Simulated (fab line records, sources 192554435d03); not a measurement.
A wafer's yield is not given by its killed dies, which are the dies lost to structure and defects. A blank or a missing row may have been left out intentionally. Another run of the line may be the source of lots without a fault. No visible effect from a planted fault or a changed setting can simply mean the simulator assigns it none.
Matching of chambers || flow n5-finfet || rie-diel-05 running N5_SD_EPI_N_DESCUM_14: 4 sister chambers
The step chemistry O2, time 7.9 s. 4 wafers are shown with their chamber, then 9 later ones without.

## WAFERS PAIRED WITH THEIR CHAMBERS
{"wafer": "L088.3", "chamber": 2, "showerhead-plenum-p-Torr (Torr)": 2.16}
{"wafer": "L092.1", "chamber": 1, "showerhead-plenum-p-Torr (Torr)": 2.23}
{"wafer": "L092.3", "chamber": 3, "showerhead-plenum-p-Torr (Torr)": 2.13}
{"wafer": "L092.4", "chamber": 0, "showerhead-plenum-p-Torr (Torr)": 2.03}

## WAFERS WITH NO CHAMBER GIVEN
{"wafer": "L093.2", "showerhead-plenum-p-Torr (Torr)": 2.15}
{"wafer": "L093.4", "showerhead-plenum-p-Torr (Torr)": 2.13}
{"wafer": "L093.6", "showerhead-plenum-p-Torr (Torr)": 2.15}
{"wafer": "L094.2", "showerhead-plenum-p-Torr (Torr)": 2.13}
{"wafer": "L094.3", "showerhead-plenum-p-Torr (Torr)": 2.03}
{"wafer": "L094.5", "showerhead-plenum-p-Torr (Torr)": 2.23}
{"wafer": "L097.2", "showerhead-plenum-p-Torr (Torr)": 2.13}
{"wafer": "L097.5", "showerhead-plenum-p-Torr (Torr)": 2.02}
{"wafer": "L097.6", "showerhead-plenum-p-Torr (Torr)": 2.23}

## CHAMBER TAKEN BY EACH
{"wafer": "L093.2", "from the rows above": "can't be placed: 2 or 3", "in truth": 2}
{"wafer": "L093.4", "from the rows above": 3, "in truth": 3}
{"wafer": "L093.6", "from the rows above": "can't be placed: 2 or 3", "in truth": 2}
{"wafer": "L094.2", "from the rows above": 3, "in truth": 3}
{"wafer": "L094.3", "from the rows above": 0, "in truth": 0}
{"wafer": "L094.5", "from the rows above": 1, "in truth": 1}
{"wafer": "L097.2", "from the rows above": 3, "in truth": 3}
{"wafer": "L097.5", "from the rows above": 0, "in truth": 0}
{"wafer": "L097.6", "from the rows above": 1, "in truth": 1}
Placed correctly: 7 of 9. These rows do not allow placing 2 (true chamber among the candidates in 2). Wrongly placed: 0.
How it was worked out, from the rows above alone: a wafer's distance from a chamber is the root of the sum, over the readings, of the square of ((its reading less the chamber's mean) divided by the reading's scatter). If the next closest chamber is less than 2 further off than the closest, the wafer can't be placed; otherwise it belongs to the closest. Each chamber's mean is taken over the wafers shown for it. The scatter: with one shown wafer a chamber, the root of the mean of the squares of how far each hidden wafer lies from its nearest shown one.
